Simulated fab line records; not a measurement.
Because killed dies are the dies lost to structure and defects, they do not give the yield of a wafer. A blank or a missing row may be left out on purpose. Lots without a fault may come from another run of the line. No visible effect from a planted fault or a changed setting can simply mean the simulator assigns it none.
fab line records ; flow nand_harc
[record] lots = 12; wafers = 36; last_day = 34
route steps=1302 shown P_M0@283 P_M1@299 END@1302
lots that met no fault: taken from a fault-free run of the same line
start_h: start of the lot's first displayed wafer, in hours after the record's first day ; wait_h: hours since the lot's step before ; " repeats the value in the row above ; L1.1+2: one row covering several wafers at once ; - no value, or no start given ; * or withheld: withheld ; < > ~ a bound
route shown NAME@n: NAME is a module with steps in the file, n the number in the route of the first one ; usual: mean/standard deviation of fault-free wafers ; same: alike in all rows ; chamber/n: place in a boat ; sites: per-site readings ; _std_site: standard deviation of those values ; _edge_site: inner sites' mean taken away from outer sites' mean ; radius_mm: for every site, how far away it sits from the centre of the wafer ; mask NAME#n: copy n ; behind: the last tool/chamber to shape the wafer ; hold: cause of the lot's hold/its duration in hours/its outcome ; device: which transistor (n, p or np) failed to switch ; end of line: the tests these same wafers got at the end of their route ; where a step has no rows: the recipe by itself ; killed: not the wafer's yield, but the dies lost to structure and defects at the first sort ; map: the dies of a wafer, with x for killed, . for not killed, _ for no die there
set.NAME: the setting as run; set.NAME@STEP: as run at that earlier step ; model.NAME: the simulator's own value behind a step, which no gauge read
steps of the route over a sample of lots; a table a step, a row a wafer
services: the hour from which a tool's chamber was out of use, counted from the record's first day as start_h (under 0 if before that day), plus the number of hours and why
[[steps]]
[step NHARC_P_M0_PRE_CLEAN_31]
[recipe] time_s = 12; temp_c = 370; rf_power_w = 300; gas = NH3
[usual] heater_power_w = 644/69
lot.wafer;tool;chamber;start_h;wait_h;heater_power_w
L686.3;pecvd-02;1;141.60;0.1;688
L686.1;pecvd-02;0;141.60;0.1;610
L686.4;pecvd-02;0;141.60;0.1;628
L689.2;pecvd-03;0;173.81;0.1;757
L689.1;pecvd-03;1;173.81;0.1;618
L689.6;pecvd-03;1;173.81;0.1;617
L691.2;pecvd-02;1;197.90;0.1;627
L691.6;pecvd-02;2;197.90;0.1;494
L691.4;pecvd-02;0;197.90;0.1;662
L696.1;pecvd-01;0;247.55;0.1;726
L696.5;pecvd-01;0;247.55;0.1;723
L696.4;pecvd-01;1;247.55;0.1;564
L699.1;pecvd-03;0;278.90;0.1;819
L699.3;pecvd-03;2;278.90;0.1;719
L699.6;pecvd-03;1;278.90;0.1;565
L700.1;pecvd-02;0;289.10;0.1;609
L700.3;pecvd-02;1;289.10;0.1;668
L700.6;pecvd-02;2;289.10;0.1;605
L701.1;pecvd-03;1;294.74;0.1;608
L701.6;pecvd-03;0;294.74;0.1;773
L701.4;pecvd-03;2;294.74;0.1;640
L702.3;pecvd-03;0;313.95;0.1;706
L702.4;pecvd-03;1;313.95;0.1;632
L702.6;pecvd-03;0;313.95;0.1;708
L703.3;pecvd-03;0;321.25;0.1;673
L703.1;pecvd-03;2;321.25;0.1;639
L703.4;pecvd-03;0;321.25;0.1;668
L704.3;pecvd-03;0;327.29;0.1;723
L704.5;pecvd-03;0;327.29;0.1;716
L704.6;pecvd-03;2;327.29;0.1;721
L706.2;pecvd-01;1;345.26;0.1;641
L706.4;pecvd-01;1;345.26;0.1;651
L706.6;pecvd-01;0;345.26;0.1;709
L707.5;pecvd-03;1;356.71;0.1;573
L707.4;pecvd-03;2;356.71;0.1;697
L707.6;pecvd-03;0;356.71;0.1;751
[step NHARC_P_M1_ETCH_35]
[recipe] target_depth_a = 400; overetch_a = 120; time_s = 43.94; ion_energy_ev = 200; n2_flow_sccm = 150; h2_flow_sccm = 150; ar_flow_sccm = 0; rf_w = 400; bias_w = 150; chemistry = N2/H2
[usual] drypump_motor_current_A = 5.74/0.26; oes_product_au = 1.001/0.0072; rf_vpp_V = 431.0/2.8; showerhead_plenum_p_Torr = 2.05/0.097; throttle_valve_pct = 14.172/0.0092
lot.wafer;tool;chamber;start_h;wait_h;drypump_motor_current_A;oes_product_au;rf_hours_counter_h;rf_vpp_V;showerhead_plenum_p_Torr;throttle_valve_pct
L686.3;rie_diel-13;3;143.17;0.1;6.09;1.002;8;430.7;2.03;14.175
L686.4;rie_diel-13;1;143.17;0.1;5.60;1.001;9;432.1;2.14;14.181
L686.1;rie_diel-13;2;143.17;0.1;5.59;1.001;8;426.7;1.90;14.165
L689.1;rie_diel-13;0;175.40;0.1;6.02;1.009;0;434.8;2.20;14.181
L689.2;rie_diel-13;2;175.40;0.1;5.62;0.995;0;427.5;1.90;14.177
L689.6;rie_diel-13;3;175.40;0.1;6.07;1.011;-;430.3;2.03;14.158
L691.2;rie_diel-13;2;199.34;0.1;5.61;0.991;2;425.1;1.90;14.163
L691.4;rie_diel-13;1;199.34;0.1;5.56;0.994;1;432.7;2.14;14.170
L691.6;rie_diel-13;3;199.34;0.1;6.06;1.003;-;430.1;2.03;14.173
L696.1;rie_diel-13;3;249.14;0.1;6.07;0.998;4;430.8;2.03;14.181
L696.4;rie_diel-13;1;249.14;0.1;5.61;1.019;-;432.9;2.14;14.163
L696.5;rie_diel-13;3;249.14;0.1;6.04;1.000;-;429.4;2.03;14.178
L699.3;rie_diel-13;3;280.40;0.1;6.09;0.995;5;428.9;2.03;14.175
L699.1;rie_diel-13;0;280.40;0.1;6.01;0.997;6;435.7;2.19;14.177
L699.6;rie_diel-13;3;280.40;0.1;6.07;0.998;-;430.7;2.03;14.186
L700.1;rie_diel-13;2;290.67;0.1;5.62;1.003;6;426.8;1.90;14.172
L700.3;rie_diel-13;0;290.67;0.1;6.03;1.008;6;434.5;2.19;14.173
L700.6;rie_diel-13;2;290.67;0.1;5.62;1.002;-;426.5;1.90;14.172
L701.1;rie_diel-04;0;296.19;0.1;5.91;1.003;9;428.2;1.98;14.172
L701.4;rie_diel-04;3;296.19;0.1;5.33;1.006;10;432.1;2.11;14.173
L701.6;rie_diel-04;0;296.19;0.1;5.91;0.998;-;429.4;1.98;14.161
L702.3;rie_diel-04;3;315.61;0.1;5.33;1.005;11;434.2;2.11;14.163
L702.4;rie_diel-04;1;315.61;0.1;5.35;1.000;9;428.6;1.94;14.175
L702.6;rie_diel-04;3;315.61;0.1;5.31;1.000;-;432.3;2.11;14.179
L703.3;rie_diel-04;2;322.86;0.1;5.65;0.991;11;430.3;2.06;14.185
L703.1;rie_diel-04;3;322.86;0.1;5.31;0.993;12;433.3;2.11;14.162
L703.4;rie_diel-04;0;322.86;0.1;5.93;0.990;11;430.7;1.98;14.179
L704.3;rie_diel-13;0;328.77;0.1;6.00;1.008;10;434.0;2.19;14.177
L704.6;rie_diel-13;2;328.77;0.1;5.60;0.989;-;425.0;1.90;14.193
L704.5;rie_diel-13;3;328.77;0.1;6.05;1.005;-;429.6;2.03;14.175
L706.2;rie_diel-04;3;346.86;0.1;5.33;1.002;14;433.0;2.11;14.163
L706.4;rie_diel-04;0;346.86;0.1;5.93;0.998;12;428.7;1.98;14.189
L706.6;rie_diel-04;2;346.86;0.1;5.65;0.998;-;431.9;2.06;14.176
L707.6;rie_diel-13;3;358.18;0.1;6.07;1.007;-;429.6;2.03;14.171
L707.4;rie_diel-13;0;358.18;0.1;6.00;1.015;-;435.6;2.19;14.185
L707.5;rie_diel-13;2;358.18;0.1;5.61;1.004;-;427.2;1.90;14.178
[step NHARC_P_M1_ETCH_15]
[recipe] target_depth_a = 1825; time_s = 91.2; c4f8_flow_sccm = withheld; ar_flow_sccm = 400; rf_w = 600; bias_w = 300; chemistry = C4F8/Ar
[usual] oes_product_au = 0.959/0.019; rf_vpp_V = 441.5/2.9
lot.wafer;tool;chamber;start_h;wait_h;oes_product_au;rf_hours_counter_h;rf_vpp_V
L686.4;rie_diel-13;0;-;-;0.995;8;445.6
L686.3;rie_diel-13;2;-;-;0.948;8;437.2
L686.1;rie_diel-13;3;-;-;0.954;8;440.5
L689.2;rie_diel-13;0;-;-;0.961;0;445.8
L689.1;rie_diel-13;1;-;-;0.965;0;443.2
L689.6;rie_diel-13;1;-;-;0.961;-;442.5
L691.4;rie_diel-13;1;-;-;0.930;1;443.7
L691.2;rie_diel-13;2;-;-;0.919;2;435.8
L691.6;rie_diel-13;0;-;-;0.926;-;445.8
L696.1;rie_diel-13;3;-;-;0.938;4;440.5
L696.4;rie_diel-13;1;-;-;0.933;-;443.9
L696.5;rie_diel-13;3;-;-;0.933;-;440.9
L699.1;rie_diel-13;0;-;-;0.927;6;444.8
L699.3;rie_diel-13;2;-;-;0.955;6;436.4
L699.6;rie_diel-13;0;-;-;0.936;-;445.1
L700.3;rie_diel-13;1;-;-;0.977;7;443.3
L700.1;rie_diel-13;2;-;-;0.976;6;437.5
L700.6;rie_diel-13;0;-;-;0.972;-;445.8
L701.4;rie_diel-04;0;-;-;0.974;9;440.2
L701.1;rie_diel-04;1;-;-;0.961;8;438.3
L701.6;rie_diel-04;2;-;-;0.923;-;441.4
L702.4;rie_diel-04;1;-;-;0.976;9;438.3
L702.3;rie_diel-04;0;-;-;0.975;11;437.6
L702.6;rie_diel-04;1;-;-;0.970;-;438.0
L703.4;rie_diel-04;3;-;-;0.956;12;441.8
L703.3;rie_diel-04;1;-;-;0.969;9;438.5
L703.1;rie_diel-04;2;-;-;0.957;11;442.3
L704.3;rie_diel-13;1;-;-;0.973;10;442.7
L704.6;rie_diel-13;0;-;-;0.948;-;445.3
L704.5;rie_diel-13;1;-;-;0.958;-;444.3
L706.2;rie_diel-04;3;-;-;0.949;14;443.7
L706.4;rie_diel-04;0;-;-;0.962;12;438.5
L706.6;rie_diel-04;2;-;-;0.976;-;440.8
L707.5;rie_diel-13;3;-;-;0.957;-;441.7
L707.6;rie_diel-13;0;-;-;0.964;-;447.1
L707.4;rie_diel-13;2;-;-;0.951;-;436.3
[step NHARC_P_M1_ECD_22]
[recipe] target_thk_a = 4000; bath_temp_c = 25; material = Cu
[usual] bath_heat_duty_pct = 6.6/1; bath_temp_c = 25.00/0.097
lot.wafer;tool;chamber;start_h;wait_h;bath_heat_duty_pct;bath_temp_c
L686.1;ecd_cu-02;1;144.58;-;6.6;24.95
L686.3;ecd_cu-02;0;144.58;-;7.5;24.66
L686.4;ecd_cu-02;1;144.58;-;6.8;24.97
L689.2;ecd_cu-02;1;176.69;-;6.5;25.01
L689.1;ecd_cu-02;0;176.69;-;8.7;25.16
L689.6;ecd_cu-02;0;176.69;-;7.3;25.07
L691.2;ecd_cu-02;1;200.68;-;6.5;25.02
L691.4;ecd_cu-02;0;200.68;-;7.3;24.97
L691.6;ecd_cu-02;0;200.68;-;6.9;25.09
L696.1;ecd_cu-01;1;250.55;-;6.7;25.12
L696.4;ecd_cu-01;0;250.55;-;5.7;25.03
L696.5;ecd_cu-01;0;250.55;-;5.0;25.09
L699.1;ecd_cu-02;1;281.73;-;-;-
L699.3;ecd_cu-02;0;281.73;-;-;-
L699.6;ecd_cu-02;0;281.73;-;-;-
L700.1;ecd_cu-02;0;292.01;-;-;-
L700.3;ecd_cu-02;1;292.01;-;-;-
L700.6;ecd_cu-02;1;292.01;-;-;-
L701.1;ecd_cu-01;1;297.57;-;-;-
L701.4;ecd_cu-01;1;297.57;-;-;-
L701.6;ecd_cu-01;0;297.57;-;-;-
L702.4;ecd_cu-02;1;317.01;-;6.6;24.92
L702.3;ecd_cu-02;0;317.01;-;9.5;25.03
L702.6;ecd_cu-02;0;317.01;-;7.7;25.06
L703.1;ecd_cu-02;1;324.16;-;6.7;25.09
L703.4;ecd_cu-02;1;324.16;-;6.9;24.83
L703.3;ecd_cu-02;0;324.16;-;7.3;25.16
L704.3;ecd_cu-01;0;330.21;-;5.4;25.20
L704.5;ecd_cu-01;1;330.21;-;6.0;25.07
L704.6;ecd_cu-01;0;330.21;-;5.5;25.13
L706.2;ecd_cu-01;1;348.23;-;5.5;24.91
L706.4;ecd_cu-01;1;348.23;-;5.3;24.96
L706.6;ecd_cu-01;1;348.23;-;5.0;24.97
L707.4;ecd_cu-02;1;359.67;-;5.7;24.96
L707.5;ecd_cu-02;1;359.67;-;6.2;25.13
L707.6;ecd_cu-02;0;359.67;-;8.3;25.00
[step NHARC_P_M1_CMP_23]
[recipe] t_overpolish_s = 20; target_thk_nm = 157.82
[usual] motor_current_A = 12.4/1.5; time_to_endpoint_s = 27.9/1.9
[same] t_overpolish_s = 20
lot.wafer;tool;chamber;start_h;wait_h;motor_current_A;time_to_endpoint_s
L686.1;cmp-01;3;145.25;-;12.2;27.2
L686.4;cmp-01;0;145.25;-;13.3;25.8
L686.3;cmp-01;2;145.25;-;12.9;29.5
L689.1;cmp-04;1;177.47;-;14.9;25.9
L689.2;cmp-04;2;177.47;-;11.4;23.9
L689.6;cmp-04;0;177.47;-;14.5;25.5
L691.4;cmp-01;0;201.38;-;13.3;27.9
L691.2;cmp-01;1;201.38;-;13.6;30.3
L691.6;cmp-01;0;201.38;-;13.8;29.5
L696.1;cmp-04;3;251.25;-;10.9;29.7
L696.4;cmp-04;0;251.25;-;14.9;30.2
L696.5;cmp-04;3;251.25;-;9.9;28.3
L699.3;cmp-04;2;282.49;-;10.8;1.7
L699.1;cmp-04;1;282.49;-;13.9;5.0
L699.6;cmp-04;3;282.49;-;10.8;3.5
L700.3;cmp-04;0;292.72;-;14.2;2.6
L700.1;cmp-04;2;292.72;-;11.2;3.3
L700.6;cmp-04;0;292.72;-;13.9;3.3
L701.1;cmp-01;0;298.36;-;13.7;1.6
L701.4;cmp-01;1;298.36;-;13.6;3.5
L701.6;cmp-01;3;298.36;-;12.5;2.6
L702.3;cmp-04;0;317.76;-;14.4;28.4
L702.4;cmp-04;2;317.76;-;10.6;28.8
L702.6;cmp-04;0;317.76;-;14.2;27.2
L703.3;cmp-03;2;324.91;-;11.5;28.1
L703.4;cmp-03;3;324.91;-;11.2;31.0
L703.1;cmp-03;0;324.91;-;12.0;30.4
L704.3;cmp-01;1;330.84;-;14.0;26.6
L704.6;cmp-01;0;330.84;-;12.8;27.5
L704.5;cmp-01;1;330.84;-;13.2;27.8
L706.4;cmp-04;0;348.94;-;14.1;28.0
L706.2;cmp-04;3;348.94;-;9.9;29.0
L706.6;cmp-04;1;348.94;-;13.2;30.7
L707.4;cmp-04;2;360.29;-;11.0;27.8
L707.5;cmp-04;2;360.29;-;11.2;26.1
L707.6;cmp-04;3;360.29;-;10.3;29.1
[step NHARC_P_M1_THK_MEAS_24]
[recipe] thk_meas_gauge = xrf
[usual] thk_nm = 157.7/1.2
lot.wafer;tool;chamber;start_h;wait_h;hold;thk_nm
L686.1;film_metro-01;-;145.57;-;-;156.0
L686.3;film_metro-01;-;145.57;-;-;158.1
L686.4;film_metro-01;-;145.57;-;-;157.7
L689.1;film_metro-02;-;177.74;-;-;155.3
L689.2;film_metro-02;-;177.74;-;-;157.1
L689.6;film_metro-02;-;177.74;-;-;157.9
L691.2;film_metro-02;-;201.67;-;-;158.8
L691.4;film_metro-02;-;201.67;-;-;156.6
L691.6;film_metro-02;-;201.67;-;-;156.4
L696.1;film_metro-02;-;251.56;-;-;159.2
L696.4;film_metro-02;-;251.56;-;-;158.3
L696.5;film_metro-02;-;251.56;-;-;155.9
L699.1;film_metro-02;-;282.80;-;await_dispo/0.2h/release;30.3
L699.3;film_metro-02;-;282.80;-;await_dispo/0.2h/release;29.9
L699.6;film_metro-02;-;282.80;-;await_dispo/0.2h/release;29.1
L699.1;film_metro-02;-;282.98;0.2;-;30.1
L699.3;film_metro-02;-;282.98;0.2;-;31.0
L699.6;film_metro-02;-;282.98;0.2;-;29.1
L700.1;film_metro-02;-;293.03;-;await_dispo/0.2h/release;29.9
L700.3;film_metro-02;-;293.03;-;await_dispo/0.2h/release;30.9
L700.6;film_metro-02;-;293.03;-;await_dispo/0.2h/release;29.8
L700.1;film_metro-02;-;293.20;0.2;-;26.8
L700.3;film_metro-02;-;293.20;0.2;-;30.4
L700.6;film_metro-02;-;293.20;0.2;-;31.0
L701.1;film_metro-01;-;298.65;-;await_dispo/0.2h/release;30.2
L701.4;film_metro-01;-;298.65;-;await_dispo/0.2h/release;31.6
L701.6;film_metro-01;-;298.65;-;await_dispo/0.2h/release;30.5
L701.1;film_metro-01;-;298.82;0.2;-;29.6
L701.4;film_metro-01;-;298.82;0.2;-;29.6
L701.6;film_metro-01;-;298.82;0.2;-;30.9
L702.3;film_metro-01;-;318.05;-;-;157.7
L702.4;film_metro-01;-;318.05;-;-;159.0
L702.6;film_metro-01;-;318.05;-;-;157.6
L703.1;film_metro-01;-;325.20;-;-;158.3
L703.3;film_metro-01;-;325.20;-;-;155.5
L703.4;film_metro-01;-;325.20;-;-;157.9
L704.3;film_metro-02;-;331.13;-;-;156.0
L704.5;film_metro-02;-;331.13;-;-;156.8
L704.6;film_metro-02;-;331.13;-;-;155.7
L706.2;film_metro-02;-;349.26;-;-;157.8
L706.4;film_metro-02;-;349.26;-;-;160.1
L706.6;film_metro-02;-;349.26;-;-;156.3
L707.4;film_metro-01;-;360.61;-;-;157.0
L707.5;film_metro-01;-;360.61;-;-;158.5
L707.6;film_metro-01;-;360.61;-;-;157.2
[step NHARC_END_SORT_01]
[recipe] temp_c = 25
[usual] defect_limited_yield = 91.8/2.3; killed_at_array = 51/16; killed_at_other = 0.6/0.88; killed_at_periphery = 4.0/2.6; killed_dies = 55/16; killed_open = 3.5/1.9; killed_short = 2.3/1.6; sort_bin_2_pct = 2.9/1.1; sort_bin_3_pct = 0.6/0.41; sort_bin_4_pct = 4.6/1.3; sort_n_pass = 622/16; sort_rim_yield_pct = 93/3.2; sort_yield_pct = 91.8/2.3
[same] gross_dies = 677; sort_bin_5_pct[%] = 0; sort_bin_6_pct[%] = 0; sort_bin_7_pct[%] = 0; sort_bin_8_pct[%] = 0; sort_rim_n_gross = 106.00
lot.wafer;tool;chamber;start_h;wait_h;defect_limited_yield[%];killed_at_array;killed_at_other;killed_at_periphery;killed_dies;killed_open;killed_short;sort_bin_2_pct[%];sort_bin_3_pct[%];sort_bin_4_pct[%];sort_n_pass;sort_rim_yield_pct[%];sort_yield_pct[%]
L689.1;prober-02;0;610.18;2.5;89.5;63;0;8;71;3;2;2.8;0.9;6.8;606;93;89.5
L689.2;prober-02;0;610.99;2.8;91.0;53;0;8;61;0;5;2.5;0.4;6.1;616;90;91.0
L689.6;prober-02;0;614.20;4.0;90.8;57;0;5;62;2;2;3.5;0.7;4.9;615;90;90.8
L691.2;prober-02;0;635.81;2.8;88.2;78;0;2;80;3;1;4.9;1.6;5.3;597;88;88.2
L691.4;prober-02;0;637.43;3.4;86.9;88;0;1;89;3;2;4.6;1.8;6.8;588;89;86.9
L691.6;prober-02;0;639.05;4.1;88.3;74;0;5;79;5;5;3.7;1.6;6.4;598;91;88.3
L703.1;prober-01;0;753.35;2.5;92.0;51;1;2;54;5;8;1.5;0.6;5.9;623;91;92.0
L703.3;prober-01;0;754.96;3.1;93.6;39;1;3;43;5;1;2.2;0.4;3.7;634;92;93.6
L703.4;prober-01;0;755.77;3.4;93.6;36;1;6;43;2;3;1.9;0;4.4;634;99;93.6
// killed by level:class
L689.1 A_CHANNEL_HOLE_D2:chamber_film_flake=28 A_SLIT:chamber_film_flake=24 A_CHANNEL_HOLE_D1:chamber_film_flake=3 A_M0:geometric_particle:open=2 P_ZERO_WELL:chamber_film_flake=2 A_WL_FILL:chamber_film_flake=2 P_M1:chamber_film_flake=2 A_BONDPAD:chamber_film_flake=2
L689.2 A_CHANNEL_HOLE_D2:chamber_film_flake=22 A_SLIT:chamber_film_flake=20 P_M1:chamber_film_flake=7 A_CHANNEL_HOLE_D1:chamber_film_flake=2 A_BONDPAD:chamber_film_flake=2 P_M0:geometric_particle:short=1 A_ONON_D2:geometric_particle:short=1 A_CHANNEL_FILL_D2:geometric_particle:short=1
L689.6 A_SLIT:chamber_film_flake=20 A_CHANNEL_HOLE_D2:chamber_film_flake=19 A_CONTACT:chamber_film_flake=8 P_M1:chamber_film_flake=2 A_STAIRCASE:chamber_film_flake=2 A_BONDPAD:chamber_film_flake=2 A_CHANNEL_HOLE_D1:geometric_particle:open=1 A_DECK1_JOINT:geometric_particle:open=1
L691.2 A_CHANNEL_HOLE_D1:chamber_film_flake=28 A_SLIT:chamber_film_flake=23 A_CHANNEL_HOLE_D2:chamber_film_flake=11 A_CONTACT:chamber_film_flake=6 A_CHANNEL_FILL_D1:chamber_film_flake=3 A_STAIRCASE:chamber_film_flake=3 A_CHANNEL_FILL_D1:geometric_particle:short=1 A_CHANNEL_HOLE_D2:geometric_particle:open=1
L691.4 A_CHANNEL_HOLE_D2:chamber_film_flake=29 A_CHANNEL_HOLE_D1:chamber_film_flake=19 A_SLIT:chamber_film_flake=19 A_CONTACT:chamber_film_flake=7 A_STAIRCASE:chamber_film_flake=6 A_CHANNEL_FILL_D1:chamber_film_flake=2 P_CONTACT:geometric_particle:open=1 A_SOURCE_PLATE:geometric_particle:short=1
L691.6 A_CHANNEL_HOLE_D1:chamber_film_flake=22 A_SLIT:chamber_film_flake=15 A_CHANNEL_HOLE_D2:chamber_film_flake=15 A_STAIRCASE:chamber_film_flake=7 A_CONTACT:chamber_film_flake=6 A_CHANNEL_FILL_D1:chamber_film_flake=3 P_CONTACT:geometric_particle:open=1 P_M0:geometric_particle:open=1
L703.1 A_CHANNEL_HOLE_D1:chamber_film_flake=18 A_SLIT:chamber_film_flake=8 A_STAIRCASE:chamber_film_flake=4 A_CONTACT:chamber_film_flake=4 A_DECK1_JOINT:chamber_film_flake=3 A_CHANNEL_FILL_D2:geometric_particle:short=2 A_WL_FILL:geometric_particle:short=2 P_CONTACT:chamber_film_flake=2
L703.3 A_CHANNEL_HOLE_D1:chamber_film_flake=11 A_CONTACT:chamber_film_flake=8 A_SLIT:chamber_film_flake=6 A_STAIRCASE:chamber_film_flake=3 P_CONTACT:chamber_film_flake=2 A_WL_FILL:chamber_film_flake=2 A_ONON_D1:geometric_particle:open=1 A_DECK1_JOINT:geometric_particle:open=1
L703.4 A_CHANNEL_HOLE_D1:chamber_film_flake=10 A_CONTACT:chamber_film_flake=10 A_SLIT:chamber_film_flake=4 P_GATE:chamber_film_flake=3 A_STAIRCASE:chamber_film_flake=3 P_CONTACT:chamber_film_flake=2 A_CHANNEL_FILL_D1:geometric_particle:short=1 A_CHANNEL_FILL_D2:geometric_particle:open=1
[[services]]
tool;chamber;start_h;hours;kind
rie_diel-13;0;122.67;8.0;repair
rie_diel-04;-;129.06;0.9;repair
pecvd-03;-;142.99;4.5;repair
rie_diel-04;0;144.04;2.7;repair
rie_diel-04;3;146.45;7.3;repair
rie_diel-13;-;162.07;0.6;repair
ecd_cu-02;-;163.26;1.3;repair
rie_diel-13;-;165.00;9.0;pm
cmp-04;-;171.83;1.8;repair
rie_diel-04;-;178.27;9.0;pm
pecvd-03;-;185.04;13.0;pm
rie_diel-13;2;202.62;4.1;repair
cmp-04;-;209.13;4.0;pm
rie_diel-04;0;211.86;3.5;repair
rie_diel-13;3;212.79;2.7;repair
rie_diel-04;1;213.69;22.4;repair
ecd_cu-02;-;244.37;8.0;pm
rie_diel-13;2;246.96;23.0;repair
rie_diel-13;0;274.15;5.0;repair
rie_diel-13;1;277.73;9.5;repair
rie_diel-04;2;306.28;4.5;repair
rie_diel-13;-;342.00;9.0;pm
ecd_cu-02;-;342.96;5.4;repair
rie_diel-04;-;355.27;9.0;pm
[[key]]
[first_sign] step = NHARC_P_M1_ECD_22; reading = tool_record; direction = missing
[effect] step = NHARC_P_M1_CMP_23; reading = time_to_endpoint_s; direction = down; sigmas = 13; usual = *; struck = *
[effect] step = NHARC_P_M1_THK_MEAS_24; reading = visit; direction = added
[effect] step = NHARC_P_M1_THK_MEAS_24; reading = thk_nm; direction = down; sigmas = 99+; usual = 157.7; struck = 30.2
met_at NHARC_P_M1_ECD_22
struck_lots L699,L700,L701
scrapped_behind NHARC_P_M1_THK_MEAS_24 L699.1,L699.3,L699.6,L700.1,L700.3,L700.6,L701.1,L701.4,L701.6
not_acting_at NHARC_P_M0_PRE_CLEAN_31,NHARC_P_M1_ETCH_35,NHARC_P_M1_ETCH_15
onset_between 250.55 281.73
[fault] kind = skipped_step_whole; tool = ecd_cu-01,ecd_cu-02; chamber = -; onset_h = 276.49; steps = NHARC_P_M1_ECD_22; scope = struck_lots_only
